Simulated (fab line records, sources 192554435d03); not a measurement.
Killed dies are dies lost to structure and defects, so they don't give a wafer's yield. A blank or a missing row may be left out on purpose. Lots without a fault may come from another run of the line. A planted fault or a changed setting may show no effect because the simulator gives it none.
Chamber matching | flow n5_finfet | N5_BEOL_M5_ALD_86 on ald_metal-03: 4 sister chambers
The step deposits TaN, pulse time 2 s, purge time 3 s, co reactant purge time 2 s. 18 wafers are shown with their chamber, then 9 later ones without.

WAFERS WITH THEIR CHAMBER
wafer  | chamber | heater_power_w (W) | chamber_pressure_Torr (Torr)
L077.1 | 2       | 312                | 3.001
L077.3 | 1       | 496                | 3.006
L077.6 | 1       | 496                | 3.002
L078.1 | 1       | 481                | 3.001
L078.3 | 0       | 410                | 2.996
L078.6 | 3       | 448                | 2.997
L081.2 | 2       | 318                | 2.998
L081.3 | 1       | 488                | 2.997
L081.5 | 1       | 502                | 2.995
L082.1 | 2       | 316                | 2.991
L082.2 | 1       | 499                | 2.998
L082.3 | 3       | 454                | 3.000
L084.2 | 3       | 457                | 2.999
L084.3 | 0       | 397                | 3.004
L084.5 | 3       | 440                | 3.008
L089.4 | 0       | 407                | 3.000
L089.5 | 2       | 321                | 3.005
L089.6 | 1       | 497                | 2.997

SIGNATURES (means of the wafers above)
reading               | chamber 0 | chamber 1 | chamber 2 | chamber 3 | scatter within a chamber
heater_power_w        | 404.67    | 494.14    | 316.75    | 449.75    | 6.63
chamber_pressure_Torr | 3.00000   | 2.99943   | 2.99875   | 3.00100   | 0.00457
Rule: a wafer's distance from a chamber is the root of the sum, over the readings, of the square of ((its reading less the chamber's mean) divided by the reading's scatter). The wafer belongs to the nearest chamber; if the next one is less than 2 further off, it can't be placed. The scatter: the root of (the sum of the squares of (reading less its chamber's mean) over the shown wafers, divided by (wafers less chambers)).

WAFERS WITHOUT THEIR CHAMBER
wafer  | heater_power_w (W) | chamber_pressure_Torr (Torr)
L090.1 | 512                | 3.007
L090.2 | 318                | 3.007
L090.5 | 402                | 2.997
L091.2 | 487                | 2.999
L091.3 | 452                | 2.995
L091.4 | 310                | 3.004
L094.1 | 439                | 2.990
L094.4 | 487                | 3.011
L094.6 | 487                | 3.006

WHICH CHAMBER EACH WENT THROUGH
wafer  | from the rows above | in truth
L090.1 | 1                   | 1
L090.2 | 2                   | 2
L090.5 | 0                   | 0
L091.2 | 1                   | 1
L091.3 | 3                   | 3
L091.4 | 2                   | 2
L094.1 | 3                   | 3
L094.4 | 1                   | 1
L094.6 | 1                   | 1
Placed correctly: 9 of 9. Can't be placed from these rows: 0. Placed wrongly: 0.
